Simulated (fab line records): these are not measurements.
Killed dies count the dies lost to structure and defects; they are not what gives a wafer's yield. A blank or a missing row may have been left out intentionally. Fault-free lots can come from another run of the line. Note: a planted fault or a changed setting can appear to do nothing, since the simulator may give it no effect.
What tool caused it? + flow n5_finfet + Sampling: 8 lots, 24 wafers, 8 of 1938 route steps

WHAT THE GAUGES SHOWED, per wafer
N5_BEOL_M4_RC_MEAS_101. Usual: DIBL_N 36.0 mV/V, standard deviation 1.3; DIBL_P 36.2 mV/V, standard deviation 1.7; IOFF_N 0.155 nA/um, standard deviation 0.024; IOFF_P 0.21 nA/um, standard deviation 0.034; ION_N 674 uA/um, standard deviation 9; ION_P 463 uA/um, standard deviation 7.1; SS_N 71.4 mV/dec, standard deviation 0.5; SS_P 73.4 mV/dec, standard deviation 0.57; VT_N 250.0 mV, standard deviation 2.8; VT_P -251 mV, standard deviation 3.2.
| lot  | measured     | on        | DIBL_N (mV/V)  | DIBL_P (mV/V)  | IOFF_N (nA/um)    | IOFF_P (nA/um) | ION_N (uA/um) | ION_P (uA/um) | SS_N (mV/dec)  | SS_P (mV/dec)  | VT_N (mV)         | VT_P (mV)      | flag |
|------|--------------|-----------|----------------|----------------|-------------------|----------------|---------------|---------------|----------------|----------------|-------------------|----------------|------|
| L350 | day 12 12:08 | prober-01 | 37.8 35.8 36.3 | 37.2 35.1 35.3 | 0.186 0.156 0.159 | 0.20 0.18 0.18 | 682 681 671   | 457 458 460   | 72.0 70.8 70.4 | 73.3 73.1 73.6 | 248.8 248.2 250.2 | -254 -255 -255 |      |
| L355 | day 13 22:28 | prober-01 | 34.8 34.8 34.4 | 35.8 36.5 35.5 | 0.141 0.150 0.139 | 0.19 0.21 0.19 | 666 667 662   | 463 464 457   | 72.3 72.2 71.7 | 73.6 72.3 73.4 | 248.4 252.6 248.3 | -253 -249 -251 |      |
| L354 | day 14 03:13 | prober-01 | 35.1 36.7 36.6 | 35.2 37.5 37.3 | 0.152 0.187 0.185 | 0.23 0.26 0.25 | 678 689 678   | 474 475 468   | 70.9 71.5 72.2 | 72.6 73.5 73.5 | 250.0 246.1 245.4 | -247 -244 -246 |      |
| L357 | day 14 07:26 | prober-02 | 38.0 36.2 36.5 | 38.0 36.0 35.8 | 0.180 0.142 0.143 | 0.24 0.20 0.20 | 680 664 667   | 466 459 463   | 71.8 71.0 71.7 | 73.8 73.3 73.8 | 249.6 249.0 253.3 | -252 -252 -252 |      |
| L358 | day 14 10:12 | prober-01 | 35.4 34.7 35.4 | 37.6 37.2 38.1 | 0.143 0.137 0.149 | 0.19 0.18 0.20 | 670 666 676   | 459 456 467   | 71.4 71.4 72.0 | 73.7 73.1 73.9 | 252.1 250.1 250.3 | -254 -253 -251 |      |
| L346 | day 15 11:17 | prober-02 | 36.1 36.3 34.5 | 37.0 37.2 35.2 | 0.162 0.155 0.132 | 0.20 0.20 0.18 | 674 663 660   | 458 451 453   | 71.9 71.7 71.2 | 73.4 72.9 73.7 | 249.5 251.1 252.5 | -251 -254 -254 |      |
| L364 | day 15 11:43 | prober-01 | 35.7 34.8 34.3 | 34.9 34.3 34.5 | 0.135 0.120 0.121 | 0.20 0.19 0.19 | 676 668 664   | 464 464 464   | 70.9 71.0 70.4 | 73.0 72.4 72.5 | 251.9 255.6 253.3 | -251 -249 -250 |      |
| L361 | day 16 09:26 | prober-01 | 34.5 36.4 35.0 | 35.1 37.7 35.5 | 0.136 0.172 0.146 | 0.18 0.22 0.19 | 669 680 671   | 456 468 467   | 70.9 71.4 71.5 | 73.0 73.1 72.6 | 251.0 246.8 249.7 | -253 -251 -251 |      |

N5_BEOL_M5_OCD_MEAS_38. Usual: trench_depth_nm reads 72.0 nm (standard deviation 1).
| lot  | measured     | on     | trench_depth_nm (nm) | flag |
|------|--------------|--------|----------------------|------|
| L350 | day 12 16:50 | ocd-01 | 71.1 71.2 73.4       |      |
| L355 | day 14 05:05 | ocd-01 | 70.4 71.7 70.9       |      |
| L354 | day 14 10:59 | ocd-01 | 70.7 119.5 120.6     | OFF  |
| L357 | day 14 12:03 | ocd-01 | 119.7 73.9 73.6      | OFF  |
| L358 | day 14 17:17 | ocd-02 | 72.4 119.8 71.5      | OFF  |
| L346 | day 15 18:03 | ocd-02 | 71.1 72.8 71.6       |      |
| L364 | day 15 18:28 | ocd-01 | 71.6 71.0 71.5       |      |
| L361 | day 16 13:47 | ocd-01 | 73.3 72.8 71.6       |      |

N5_BEOL_M5_THK_MEAS_53: measures by xrf. Usual: M5_THK 62.7 nm, standard deviation 1.5.
| lot  | measured     | on            | M5_THK (nm)      | flag |
|------|--------------|---------------|------------------|------|
| L350 | day 12 23:20 | film_metro-01 | 61.3 61.9 63.5   |      |
| L355 | day 14 12:32 | film_metro-02 | 60.6 62.7 61.9   |      |
| L354 | day 14 19:14 | film_metro-01 | 62.6 112.7 111.5 | OFF  |
| L357 | day 14 20:31 | film_metro-02 | 108.9 62.3 62.2  | OFF  |
| L358 | day 15 00:08 | film_metro-02 | 59.9 107.6 59.7  | OFF  |
| L346 | day 16 01:05 | film_metro-01 | 62.5 64.0 61.4   |      |
| L364 | day 16 02:14 | film_metro-01 | 63.1 63.1 64.0   |      |
| L361 | day 16 21:16 | film_metro-02 | 63.3 61.8 61.1   |      |

N5_BEOL_M5_RS_MEAS_57: a four-point-probe measurement. Usual: M5_RS 0.388 ohm/sq, standard deviation 0.01.
| lot  | measured     | on            | M5_RS (ohm/sq)    | flag |
|------|--------------|---------------|-------------------|------|
| L350 | day 12 23:36 | film_metro-01 | 0.401 0.395 0.384 |      |
| L355 | day 14 12:47 | film_metro-02 | 0.398 0.379 0.391 |      |
| L354 | day 14 19:29 | film_metro-01 | 0.393 0.198 0.200 | OFF  |
| L357 | day 14 20:47 | film_metro-01 | 0.200 0.384 0.386 | OFF  |
| L358 | day 15 00:27 | film_metro-02 | 0.395 0.200 0.399 | OFF  |
| L346 | day 16 01:24 | film_metro-02 | 0.390 0.381 0.399 |      |
| L364 | day 16 02:29 | film_metro-01 | 0.388 0.391 0.382 |      |
| L361 | day 16 21:32 | film_metro-02 | 0.379 0.391 0.393 |      |

TOOL THAT RAN EACH LOT (tool first, then ch and the chambers of the sampled wafers, then the start)
| lot  | N5_BEOL_M5_STRIP_19                | N5_BEOL_M5_VIA_ETCH_34             | N5_BEOL_M5_STRIP_36                | N5_BEOL_M5_TRENCH_ETCH_37          |
|------|------------------------------------|------------------------------------|------------------------------------|------------------------------------|
| L350 | rie_diel-03 ch 1,2,3, day 12 15:40 | rie_diel-01 ch 0,1,3, day 12 16:35 | rie_diel-01 ch 0,1,3, day 12 16:38 | rie_diel-01 ch 0,1,3, day 12 16:41 |
| L355 | rie_diel-03 ch 1,2,3, day 14 01:32 | rie_diel-01 ch 0,1, day 14 04:50   | rie_diel-01 ch 0,1, day 14 04:53   | rie_diel-01 ch 0,1, day 14 04:56   |
| L354 | rie_diel-01 ch 0,1,3, day 14 06:42 | rie_diel-01 ch 0,1, day 14 10:45   | rie_diel-01 ch 0,1, day 14 10:47   | rie_diel-01 ch 0,1, day 14 10:50   |
| L357 | rie_diel-06 ch 1,2, day 14 10:32   | rie_diel-01 ch 0,2, day 14 11:49   | rie_diel-01 ch 0,2, day 14 11:51   | rie_diel-01 ch 0,2, day 14 11:53   |
| L358 | rie_diel-03 ch 0,2,3, day 14 15:22 | rie_diel-01 ch 0,1,3, day 14 17:03 | rie_diel-01 ch 0,1,3, day 14 17:06 | rie_diel-01 ch 0,1,3, day 14 17:08 |
| L346 | rie_diel-03 ch 2,3, day 15 15:32   | rie_diel-06 ch 0,2, day 15 17:49   | rie_diel-06 ch 0,2, day 15 17:52   | rie_diel-06 ch 0,2, day 15 17:54   |
| L364 | rie_diel-01 ch 0,1,3, day 15 16:08 | rie_diel-03 ch 1,2, day 15 18:14   | rie_diel-03 ch 1,2, day 15 18:17   | rie_diel-03 ch 1,2, day 15 18:19   |
| L361 | rie_diel-03 ch 0,1,3, day 16 12:44 | rie_diel-06 ch 0,1,3, day 16 13:32 | rie_diel-06 ch 0,1,3, day 16 13:35 | rie_diel-06 ch 0,1,3, day 16 13:37 |
- N5_BEOL_M5_STRIP_19: strips in O2.
- N5_BEOL_M5_VIA_ETCH_34: etches SiCOH lowk in C4F6/O2, target depth 88.3 nm, time 39.2 s.
- N5_BEOL_M5_STRIP_36: strips in N2/H2.
- N5_BEOL_M5_TRENCH_ETCH_37: etches SiCOH lowk in C4F6/O2, target depth 71.652 nm, time 24.7 s.

WHAT THE TOOLS THEMSELVES READ (means of the sampled wafers that have a number; where no wafer has one, the mark that the record gives instead)
N5_BEOL_M5_STRIP_19. Usual: drypump_motor_current_A 5.8 A, standard deviation 0.57; oes_product_au 0.78 a.u., standard deviation 0.076; rf_vpp_V 3.7 V, standard deviation 0.46; showerhead_plenum_p_Torr 2.09 Torr, standard deviation 0.064; throttle_valve_pct 16.78 %, standard deviation 0.2.
| lot  | tool        | drypump_motor_current_A (A) | oes_product_au (a.u.) | rf_vpp_V (V) | showerhead_plenum_p_Torr (Torr) | throttle_valve_pct (%) | flag |
|------|-------------|-----------------------------|-----------------------|--------------|---------------------------------|------------------------|------|
| L350 | rie_diel-03 | 5.5                         | 0.76                  | 4.1          | 2.10                            | 16.64                  |      |
| L355 | rie_diel-03 | 5.5                         | 0.76                  | 3.9          | 2.10                            | 16.65                  |      |
| L354 | rie_diel-01 | 6.3                         | 0.79                  | 3.8          | 2.06                            | 16.88                  |      |
| L357 | rie_diel-06 | 6.0                         | 0.80                  | 3.1          | 2.04                            | 16.69                  |      |
| L358 | rie_diel-03 | 5.3                         | 0.75                  | 3.6          | 2.12                            | 16.85                  |      |
| L346 | rie_diel-03 | 5.1                         | 0.75                  | 3.7          | 2.15                            | 16.78                  |      |
| L364 | rie_diel-01 | 6.3                         | 0.78                  | 3.7          | 2.05                            | 16.90                  |      |
| L361 | rie_diel-03 | 5.7                         | 0.74                  | 4.4          | 2.06                            | 16.76                  |      |

N5_BEOL_M5_VIA_ETCH_34. Usual: drypump_motor_current_A 6.0 A, standard deviation 0.55; oes_product_au 0.79 a.u., standard deviation 0.074; rf_vpp_V 667 V, standard deviation 6.1; run_length_s 62.4 s, standard deviation 0.4; showerhead_plenum_p_Torr 2.84 Torr, standard deviation 0.086; throttle_valve_pct 21.02 %, standard deviation 0.2.
| lot  | tool        | drypump_motor_current_A (A) | oes_product_au (a.u.) | rf_vpp_V (V) | run_length_s (s) | showerhead_plenum_p_Torr (Torr) | throttle_valve_pct (%) | flag |
|------|-------------|-----------------------------|-----------------------|--------------|------------------|---------------------------------|------------------------|------|
| L350 | rie_diel-01 | 6.3                         | 0.79                  | 665          | 62.7             | 2.79                            | 21.02                  |      |
| L355 | rie_diel-01 | 6.4                         | 0.74                  | 668          | 62.9             | 2.79                            | 21.01                  |      |
| L354 | rie_diel-01 | 6.5                         | 0.75                  | 668          | 62.9             | 2.77                            | 21.15                  |      |
| L357 | rie_diel-01 | 6.5                         | 0.81                  | 671          | 62.5             | 2.91                            | 21.17                  |      |
| L358 | rie_diel-01 | 6.3                         | 0.78                  | 664          | 62.4             | 2.78                            | 21.05                  |      |
| L346 | rie_diel-06 | 6.4                         | 0.79                  | 660          | 62.4             | 2.79                            | 21.05                  |      |
| L364 | rie_diel-03 | 5.7                         | 0.72                  | 663          | 62.6             | 2.79                            | 20.70                  |      |
| L361 | rie_diel-06 | 5.6                         | 0.84                  | 670          | 62.2             | 2.88                            | 20.93                  |      |

N5_BEOL_M5_STRIP_36. Usual: drypump_motor_current_A 6.0 A, standard deviation 0.55; oes_product_au 0.79 a.u., standard deviation 0.074; rf_vpp_V 59.1 V, standard deviation 1.6; showerhead_plenum_p_Torr 2.53 Torr, standard deviation 0.085; throttle_valve_pct 23.85 %, standard deviation 0.21.
| lot  | tool        | drypump_motor_current_A (A) | oes_product_au (a.u.) | rf_vpp_V (V) | showerhead_plenum_p_Torr (Torr) | throttle_valve_pct (%) | flag |
|------|-------------|-----------------------------|-----------------------|--------------|---------------------------------|------------------------|------|
| L350 | rie_diel-01 | 6.3                         | 0.81                  | 58.6         | 2.48                            | 23.78                  |      |
| L355 | rie_diel-01 | 6.4                         | 0.73                  | 57.3         | 2.49                            | 23.82                  |      |
| L354 | rie_diel-01 | 6.5                         | 0.75                  | 58.7         | 2.47                            | 23.91                  |      |
| L357 | rie_diel-01 | 6.5                         | 0.81                  | 58.1         | 2.61                            | 24.06                  |      |
| L358 | rie_diel-01 | 6.3                         | 0.78                  | 58.2         | 2.48                            | 23.79                  |      |
| L346 | rie_diel-06 | 6.4                         | 0.78                  | 59.5         | 2.47                            | 23.87                  |      |
| L364 | rie_diel-03 | 5.7                         | 0.70                  | 58.8         | 2.49                            | 23.61                  |      |
| L361 | rie_diel-06 | 5.6                         | 0.85                  | 60.9         | 2.57                            | 23.81                  |      |

N5_BEOL_M5_TRENCH_ETCH_37. Usual: drypump_motor_current_A 6.0 A, standard deviation 0.55; oes_product_au 0.79 a.u., standard deviation 0.075; rf_vpp_V 667 V, standard deviation 6.1; run_length_s 47.9 s, standard deviation 0.39; showerhead_plenum_p_Torr 2.84 Torr, standard deviation 0.086; throttle_valve_pct 21.06 %, standard deviation 0.2.
| lot  | tool        | drypump_motor_current_A (A) | oes_product_au (a.u.) | rf_vpp_V (V) | run_length_s (s) | showerhead_plenum_p_Torr (Torr) | throttle_valve_pct (%) | flag |
|------|-------------|-----------------------------|-----------------------|--------------|------------------|---------------------------------|------------------------|------|
| L350 | rie_diel-01 | 6.3                         | 0.80                  | 664          | 48.2             | 2.79                            | 21.07                  |      |
| L355 | rie_diel-01 | 6.4                         | 0.73                  | 668          | 48.3             | 2.79                            | 21.05                  |      |
| L354 | rie_diel-01 | 6.5                         | 0.75                  | 668          | 59.3             | 2.77                            | 21.19                  | OFF  |
| L357 | rie_diel-01 | 6.5                         | 0.82                  | 670          | 53.3             | 2.91                            | 21.21                  | OFF  |
| L358 | rie_diel-01 | 6.3                         | 0.78                  | 665          | 53.6             | 2.78                            | 21.09                  | OFF  |
| L346 | rie_diel-06 | 6.4                         | 0.79                  | 661          | 48.2             | 2.79                            | 21.09                  |      |
| L364 | rie_diel-03 | 5.8                         | 0.71                  | 663          | 47.9             | 2.79                            | 20.75                  |      |
| L361 | rie_diel-06 | 5.6                         | 0.84                  | 670          | 47.8             | 2.88                            | 20.99                  |      |

THE ANSWER, worked out from the rows above alone
Rule: lot off if the mean of its wafers having a number is beyond 3 standard deviations from the usual mean. Also off: a lot with no number at a reading for which 4 or more lots have one. The other lots that the step has rows for count as sound. First the gauges in route order, then the tools' own readings, where a lot's mean is used as printed above. At the first step where some lot is off, the reading lying furthest off is the one used; lots without a number count as furthest.
Off: L354, L357, L358 (N5_BEOL_M5_OCD_MEAS_38, trench_depth_nm).
A tool fits if, at a process step before that reading, it ran every lot that is off, and no sound lot after the first of them. The gauges at N5_BEOL_M5_OCD_MEAS_38 aren't tried: what is off there is off at N5_BEOL_M5_THK_MEAS_53 too, on other tools, and a gauge's error can't cause that. One candidate fits, namely rie_diel-01 at N5_BEOL_M5_VIA_ETCH_34 and N5_BEOL_M5_STRIP_36 and N5_BEOL_M5_TRENCH_ETCH_37. At N5_BEOL_M5_VIA_ETCH_34 its last sound lot is L355 (day 14 04:50), its first lot that is off L354 (day 14 10:45): a fault that began between those two fits.

WHAT THE SIMULATOR PUT IN
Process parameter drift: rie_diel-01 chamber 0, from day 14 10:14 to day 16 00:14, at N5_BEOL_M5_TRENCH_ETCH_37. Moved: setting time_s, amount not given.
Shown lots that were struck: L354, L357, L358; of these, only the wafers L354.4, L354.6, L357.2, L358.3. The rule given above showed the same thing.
